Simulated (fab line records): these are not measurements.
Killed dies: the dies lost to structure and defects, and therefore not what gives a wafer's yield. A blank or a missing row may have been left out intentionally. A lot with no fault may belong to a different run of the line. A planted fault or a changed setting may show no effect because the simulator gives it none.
A lot that was struck, set against a sound lot | flow n5_finfet | 40 out of 1938 route steps
Sound: these wafers, L212.1, L212.2, L212.6. Wafers struck: L216.2, L216.3, L216.5. Last of all comes the cause.
Per side, at each step with rows, come the tool, then ch with its chambers, and then its first start. Under that, the readings that differ: sound wafers | struck wafers | difference of the means | sigmas: that difference in standard deviations of wafers without a fault.
alike: words and numbers the same on both sides, and readings whose means are apart by under 2 such deviations; not compared: readings that were withheld, readings missing a value for some wafer, numbers with overlapping values and no deviation given by the record, and bounds like >300 which may hide the same value.
The two part at a step that has a row with sigmas, a row that says differs or no value, or rows on one side only. Non-overlapping numbers with no deviation appear without sigmas and do not part them. A reading that every wafer of one side lacks parts them only if that side has two wafers or more.

N5_BEOL_M9_OCD_MEAS_38:
  sound: ocd-02 at day 14 06:57; struck: ocd-01 at day 14 18:26
  alike: trench_depth_nm
then, 4 steps without rows for these wafers: N5_BEOL_M9_HM_STRIP_39 (strips TiN in peroxide tin strip, target depth 25 nm, time 158 s); N5_BEOL_M9_SRD_40 (time 30 s); N5_BEOL_M9_PRECLEAN_42 (cleans in residue remover, time 60 s); N5_BEOL_M9_SRD_43 (time 30 s).
N5_BEOL_M9_CD_MEAS_35: target cd 70 nm, target cd y 40 nm.
  sound: cd_sem-03 at day 14 07:06; struck: cd_sem-03 at day 14 18:35
  alike: cd_nm
then, 3 steps without rows for these wafers: N5_BEOL_M9_CURE_72 (cures SiCOH lowk, time 120 s); N5_BEOL_M9_DEGAS_44 (time 60 s); N5_BEOL_M9_PRE_CLEAN_45 (time 30 s).
N5_BEOL_M9_ALD_74: deposits TaN, target thk 2 nm, pulse time 2 s, purge time 3 s.
  sound on ald_metal-04 ch 0,2,3, day 14 09:31; struck on ald_metal-04 ch 1,3, day 14 19:12
  alike: heater_power_w
then, 2 steps without rows for these wafers: N5_BEOL_M9_SURFACE_TREAT_79; N5_BEOL_M9_CVD_78 (deposits Co from CCTBA/H2, target thk 2 nm, time 138.9 s).
N5_BEOL_M9_SPUTTER_48: material Cu, target thk 12 nm, time 2 s.
  sound: pvd_sputter-02 at day 14 10:31; struck: pvd_sputter-02 at day 14 20:01
  alike: substrate_temp_c, throttle_valve_pct
then, 4 steps without rows for these wafers: N5_BEOL_M9_ECD_50 (material Cu, target thk 318 nm); N5_BEOL_M9_ANNEAL_51 (time 90 s); N5_BEOL_M9_CMP_52 (polishes, stops on SiCOH lowk, t overpolish 7 s, target thk 140 nm); N5_BEOL_M9_PRE_CLEAN_55 (time 15 s).
N5_BEOL_M9_DEP_56: deposits SiCN from 3MS/NH3, target thk 15 nm, time 26.5 s.
  sound on pecvd-03 ch 1,2, day 14 11:32; struck on pecvd-02 ch 0,1,2, day 14 20:58
  alike: showerhead_plenum_p_Torr, throttle_valve_pct
N5_BEOL_M9_RS_MEAS_57: measures by four-point-probe.
  sound: film_metro-01 at day 14 11:37; struck: film_metro-02 at day 14 21:02
  alike: M9_RS
then, 1 step without rows for these wafers: N5_BEOL_M10_ILD_DEP_00 (deposits SiCOH lowk from DEMS/porogen, target thk 308.51 nm, time 58 s).
N5_BEOL_M10_CURE_71: cures SiCOH lowk, time 240 s.
  sound on uv_cure-01 ch 2, day 14 11:46; struck on uv_cure-02 ch 0, day 14 21:18
  alike: lamp_power_pct, wafer_temp_C_max
N5_BEOL_M10_THK_MEAS_01:
  sound: film_metro-02 at day 14 12:16; struck: film_metro-01 at day 14 21:44
  alike: M10_ILD_THK
N5_BEOL_M10_PECVD_70: deposits SiO2 from TEOS/O2, target thk 20 nm, time 22.7 s.
  sound on pecvd-02 ch 1,2, day 14 12:19; struck on pecvd-04 ch 0,1,2, day 14 21:47
  alike: heater_power_w, showerhead_plenum_p_Torr, throttle_valve_pct
then, 9 steps without rows for these wafers: N5_BEOL_M10_HM_DEP_02 (deposits TiN, target thk 20 nm); N5_BEOL_M10_COAT_59 (time 60 s, resist thk 100 nm); N5_BEOL_M10_COAT_60 (time 60 s, resist thk 30 nm); N5_BEOL_M10_COAT_05 (resist thk 90 nm); N5_BEOL_M10_EBR_07; N5_BEOL_M10_SOFTBAKE_06 (time 60 s); N5_BEOL_M10_EXPOSE_08 (exposes mask M10); N5_BEOL_M10_PEB_09 (peb time 60 s); N5_BEOL_M10_DEVELOP_10 (develop time 30 s).
N5_BEOL_M10_CD_MEAS_11: the cd target is 64.1 nm.
  sound on cd_sem-02 ch 0, day 14 14:25; struck on cd_sem-01 ch 0, day 14 22:33
  alike: cd_nm
N5_BEOL_M10_OVL_MEAS_12:
  sound on overlay-01 ch 0, day 14 14:26; struck on overlay-01 ch 0, day 14 22:34
  alike: M10_OVL
then, 2 steps without rows for these wafers: N5_BEOL_M10_DESCUM_16 (chemistry O2, time 7.9 s); N5_BEOL_M10_ETCH_61 (etches SiARC in CF4, target depth 39 nm, time 65 s).
N5_BEOL_M10_ETCH_62: etches SOC in N2/H2, target depth 110 nm, overetch 22 nm, time 165 s.
  sound on rie_diel-05 ch 1,3, day 14 15:05; struck on rie_diel-04 ch 1,2,3, day 14 22:43
  alike: drypump_motor_current_A, oes_product_au, rf_vpp_V, showerhead_plenum_p_Torr, throttle_valve_pct
  not compared: rf_hours_counter_h
then, 2 steps without rows for these wafers: N5_BEOL_M10_STRIP_68 (strips in N2/H2); N5_BEOL_M10_STRIP_67 (strips in CF4).
-- here the record skips 2 days between the struck wafers' starts before and after, leaving off in module BEOL_M10 and picking up in module PASSIVATION (first step shown: number 1936 of the route) --
N5_PASSIVATION_PROBE_49:
  only the struck wafers here have rows in the record (prober-02, day 17 07:26); the sound ones have none

WHERE THEY PART
At N5_PASSIVATION_PROBE_49 and nowhere else, as far as this record goes.

WHY: the cause the simulator had injected
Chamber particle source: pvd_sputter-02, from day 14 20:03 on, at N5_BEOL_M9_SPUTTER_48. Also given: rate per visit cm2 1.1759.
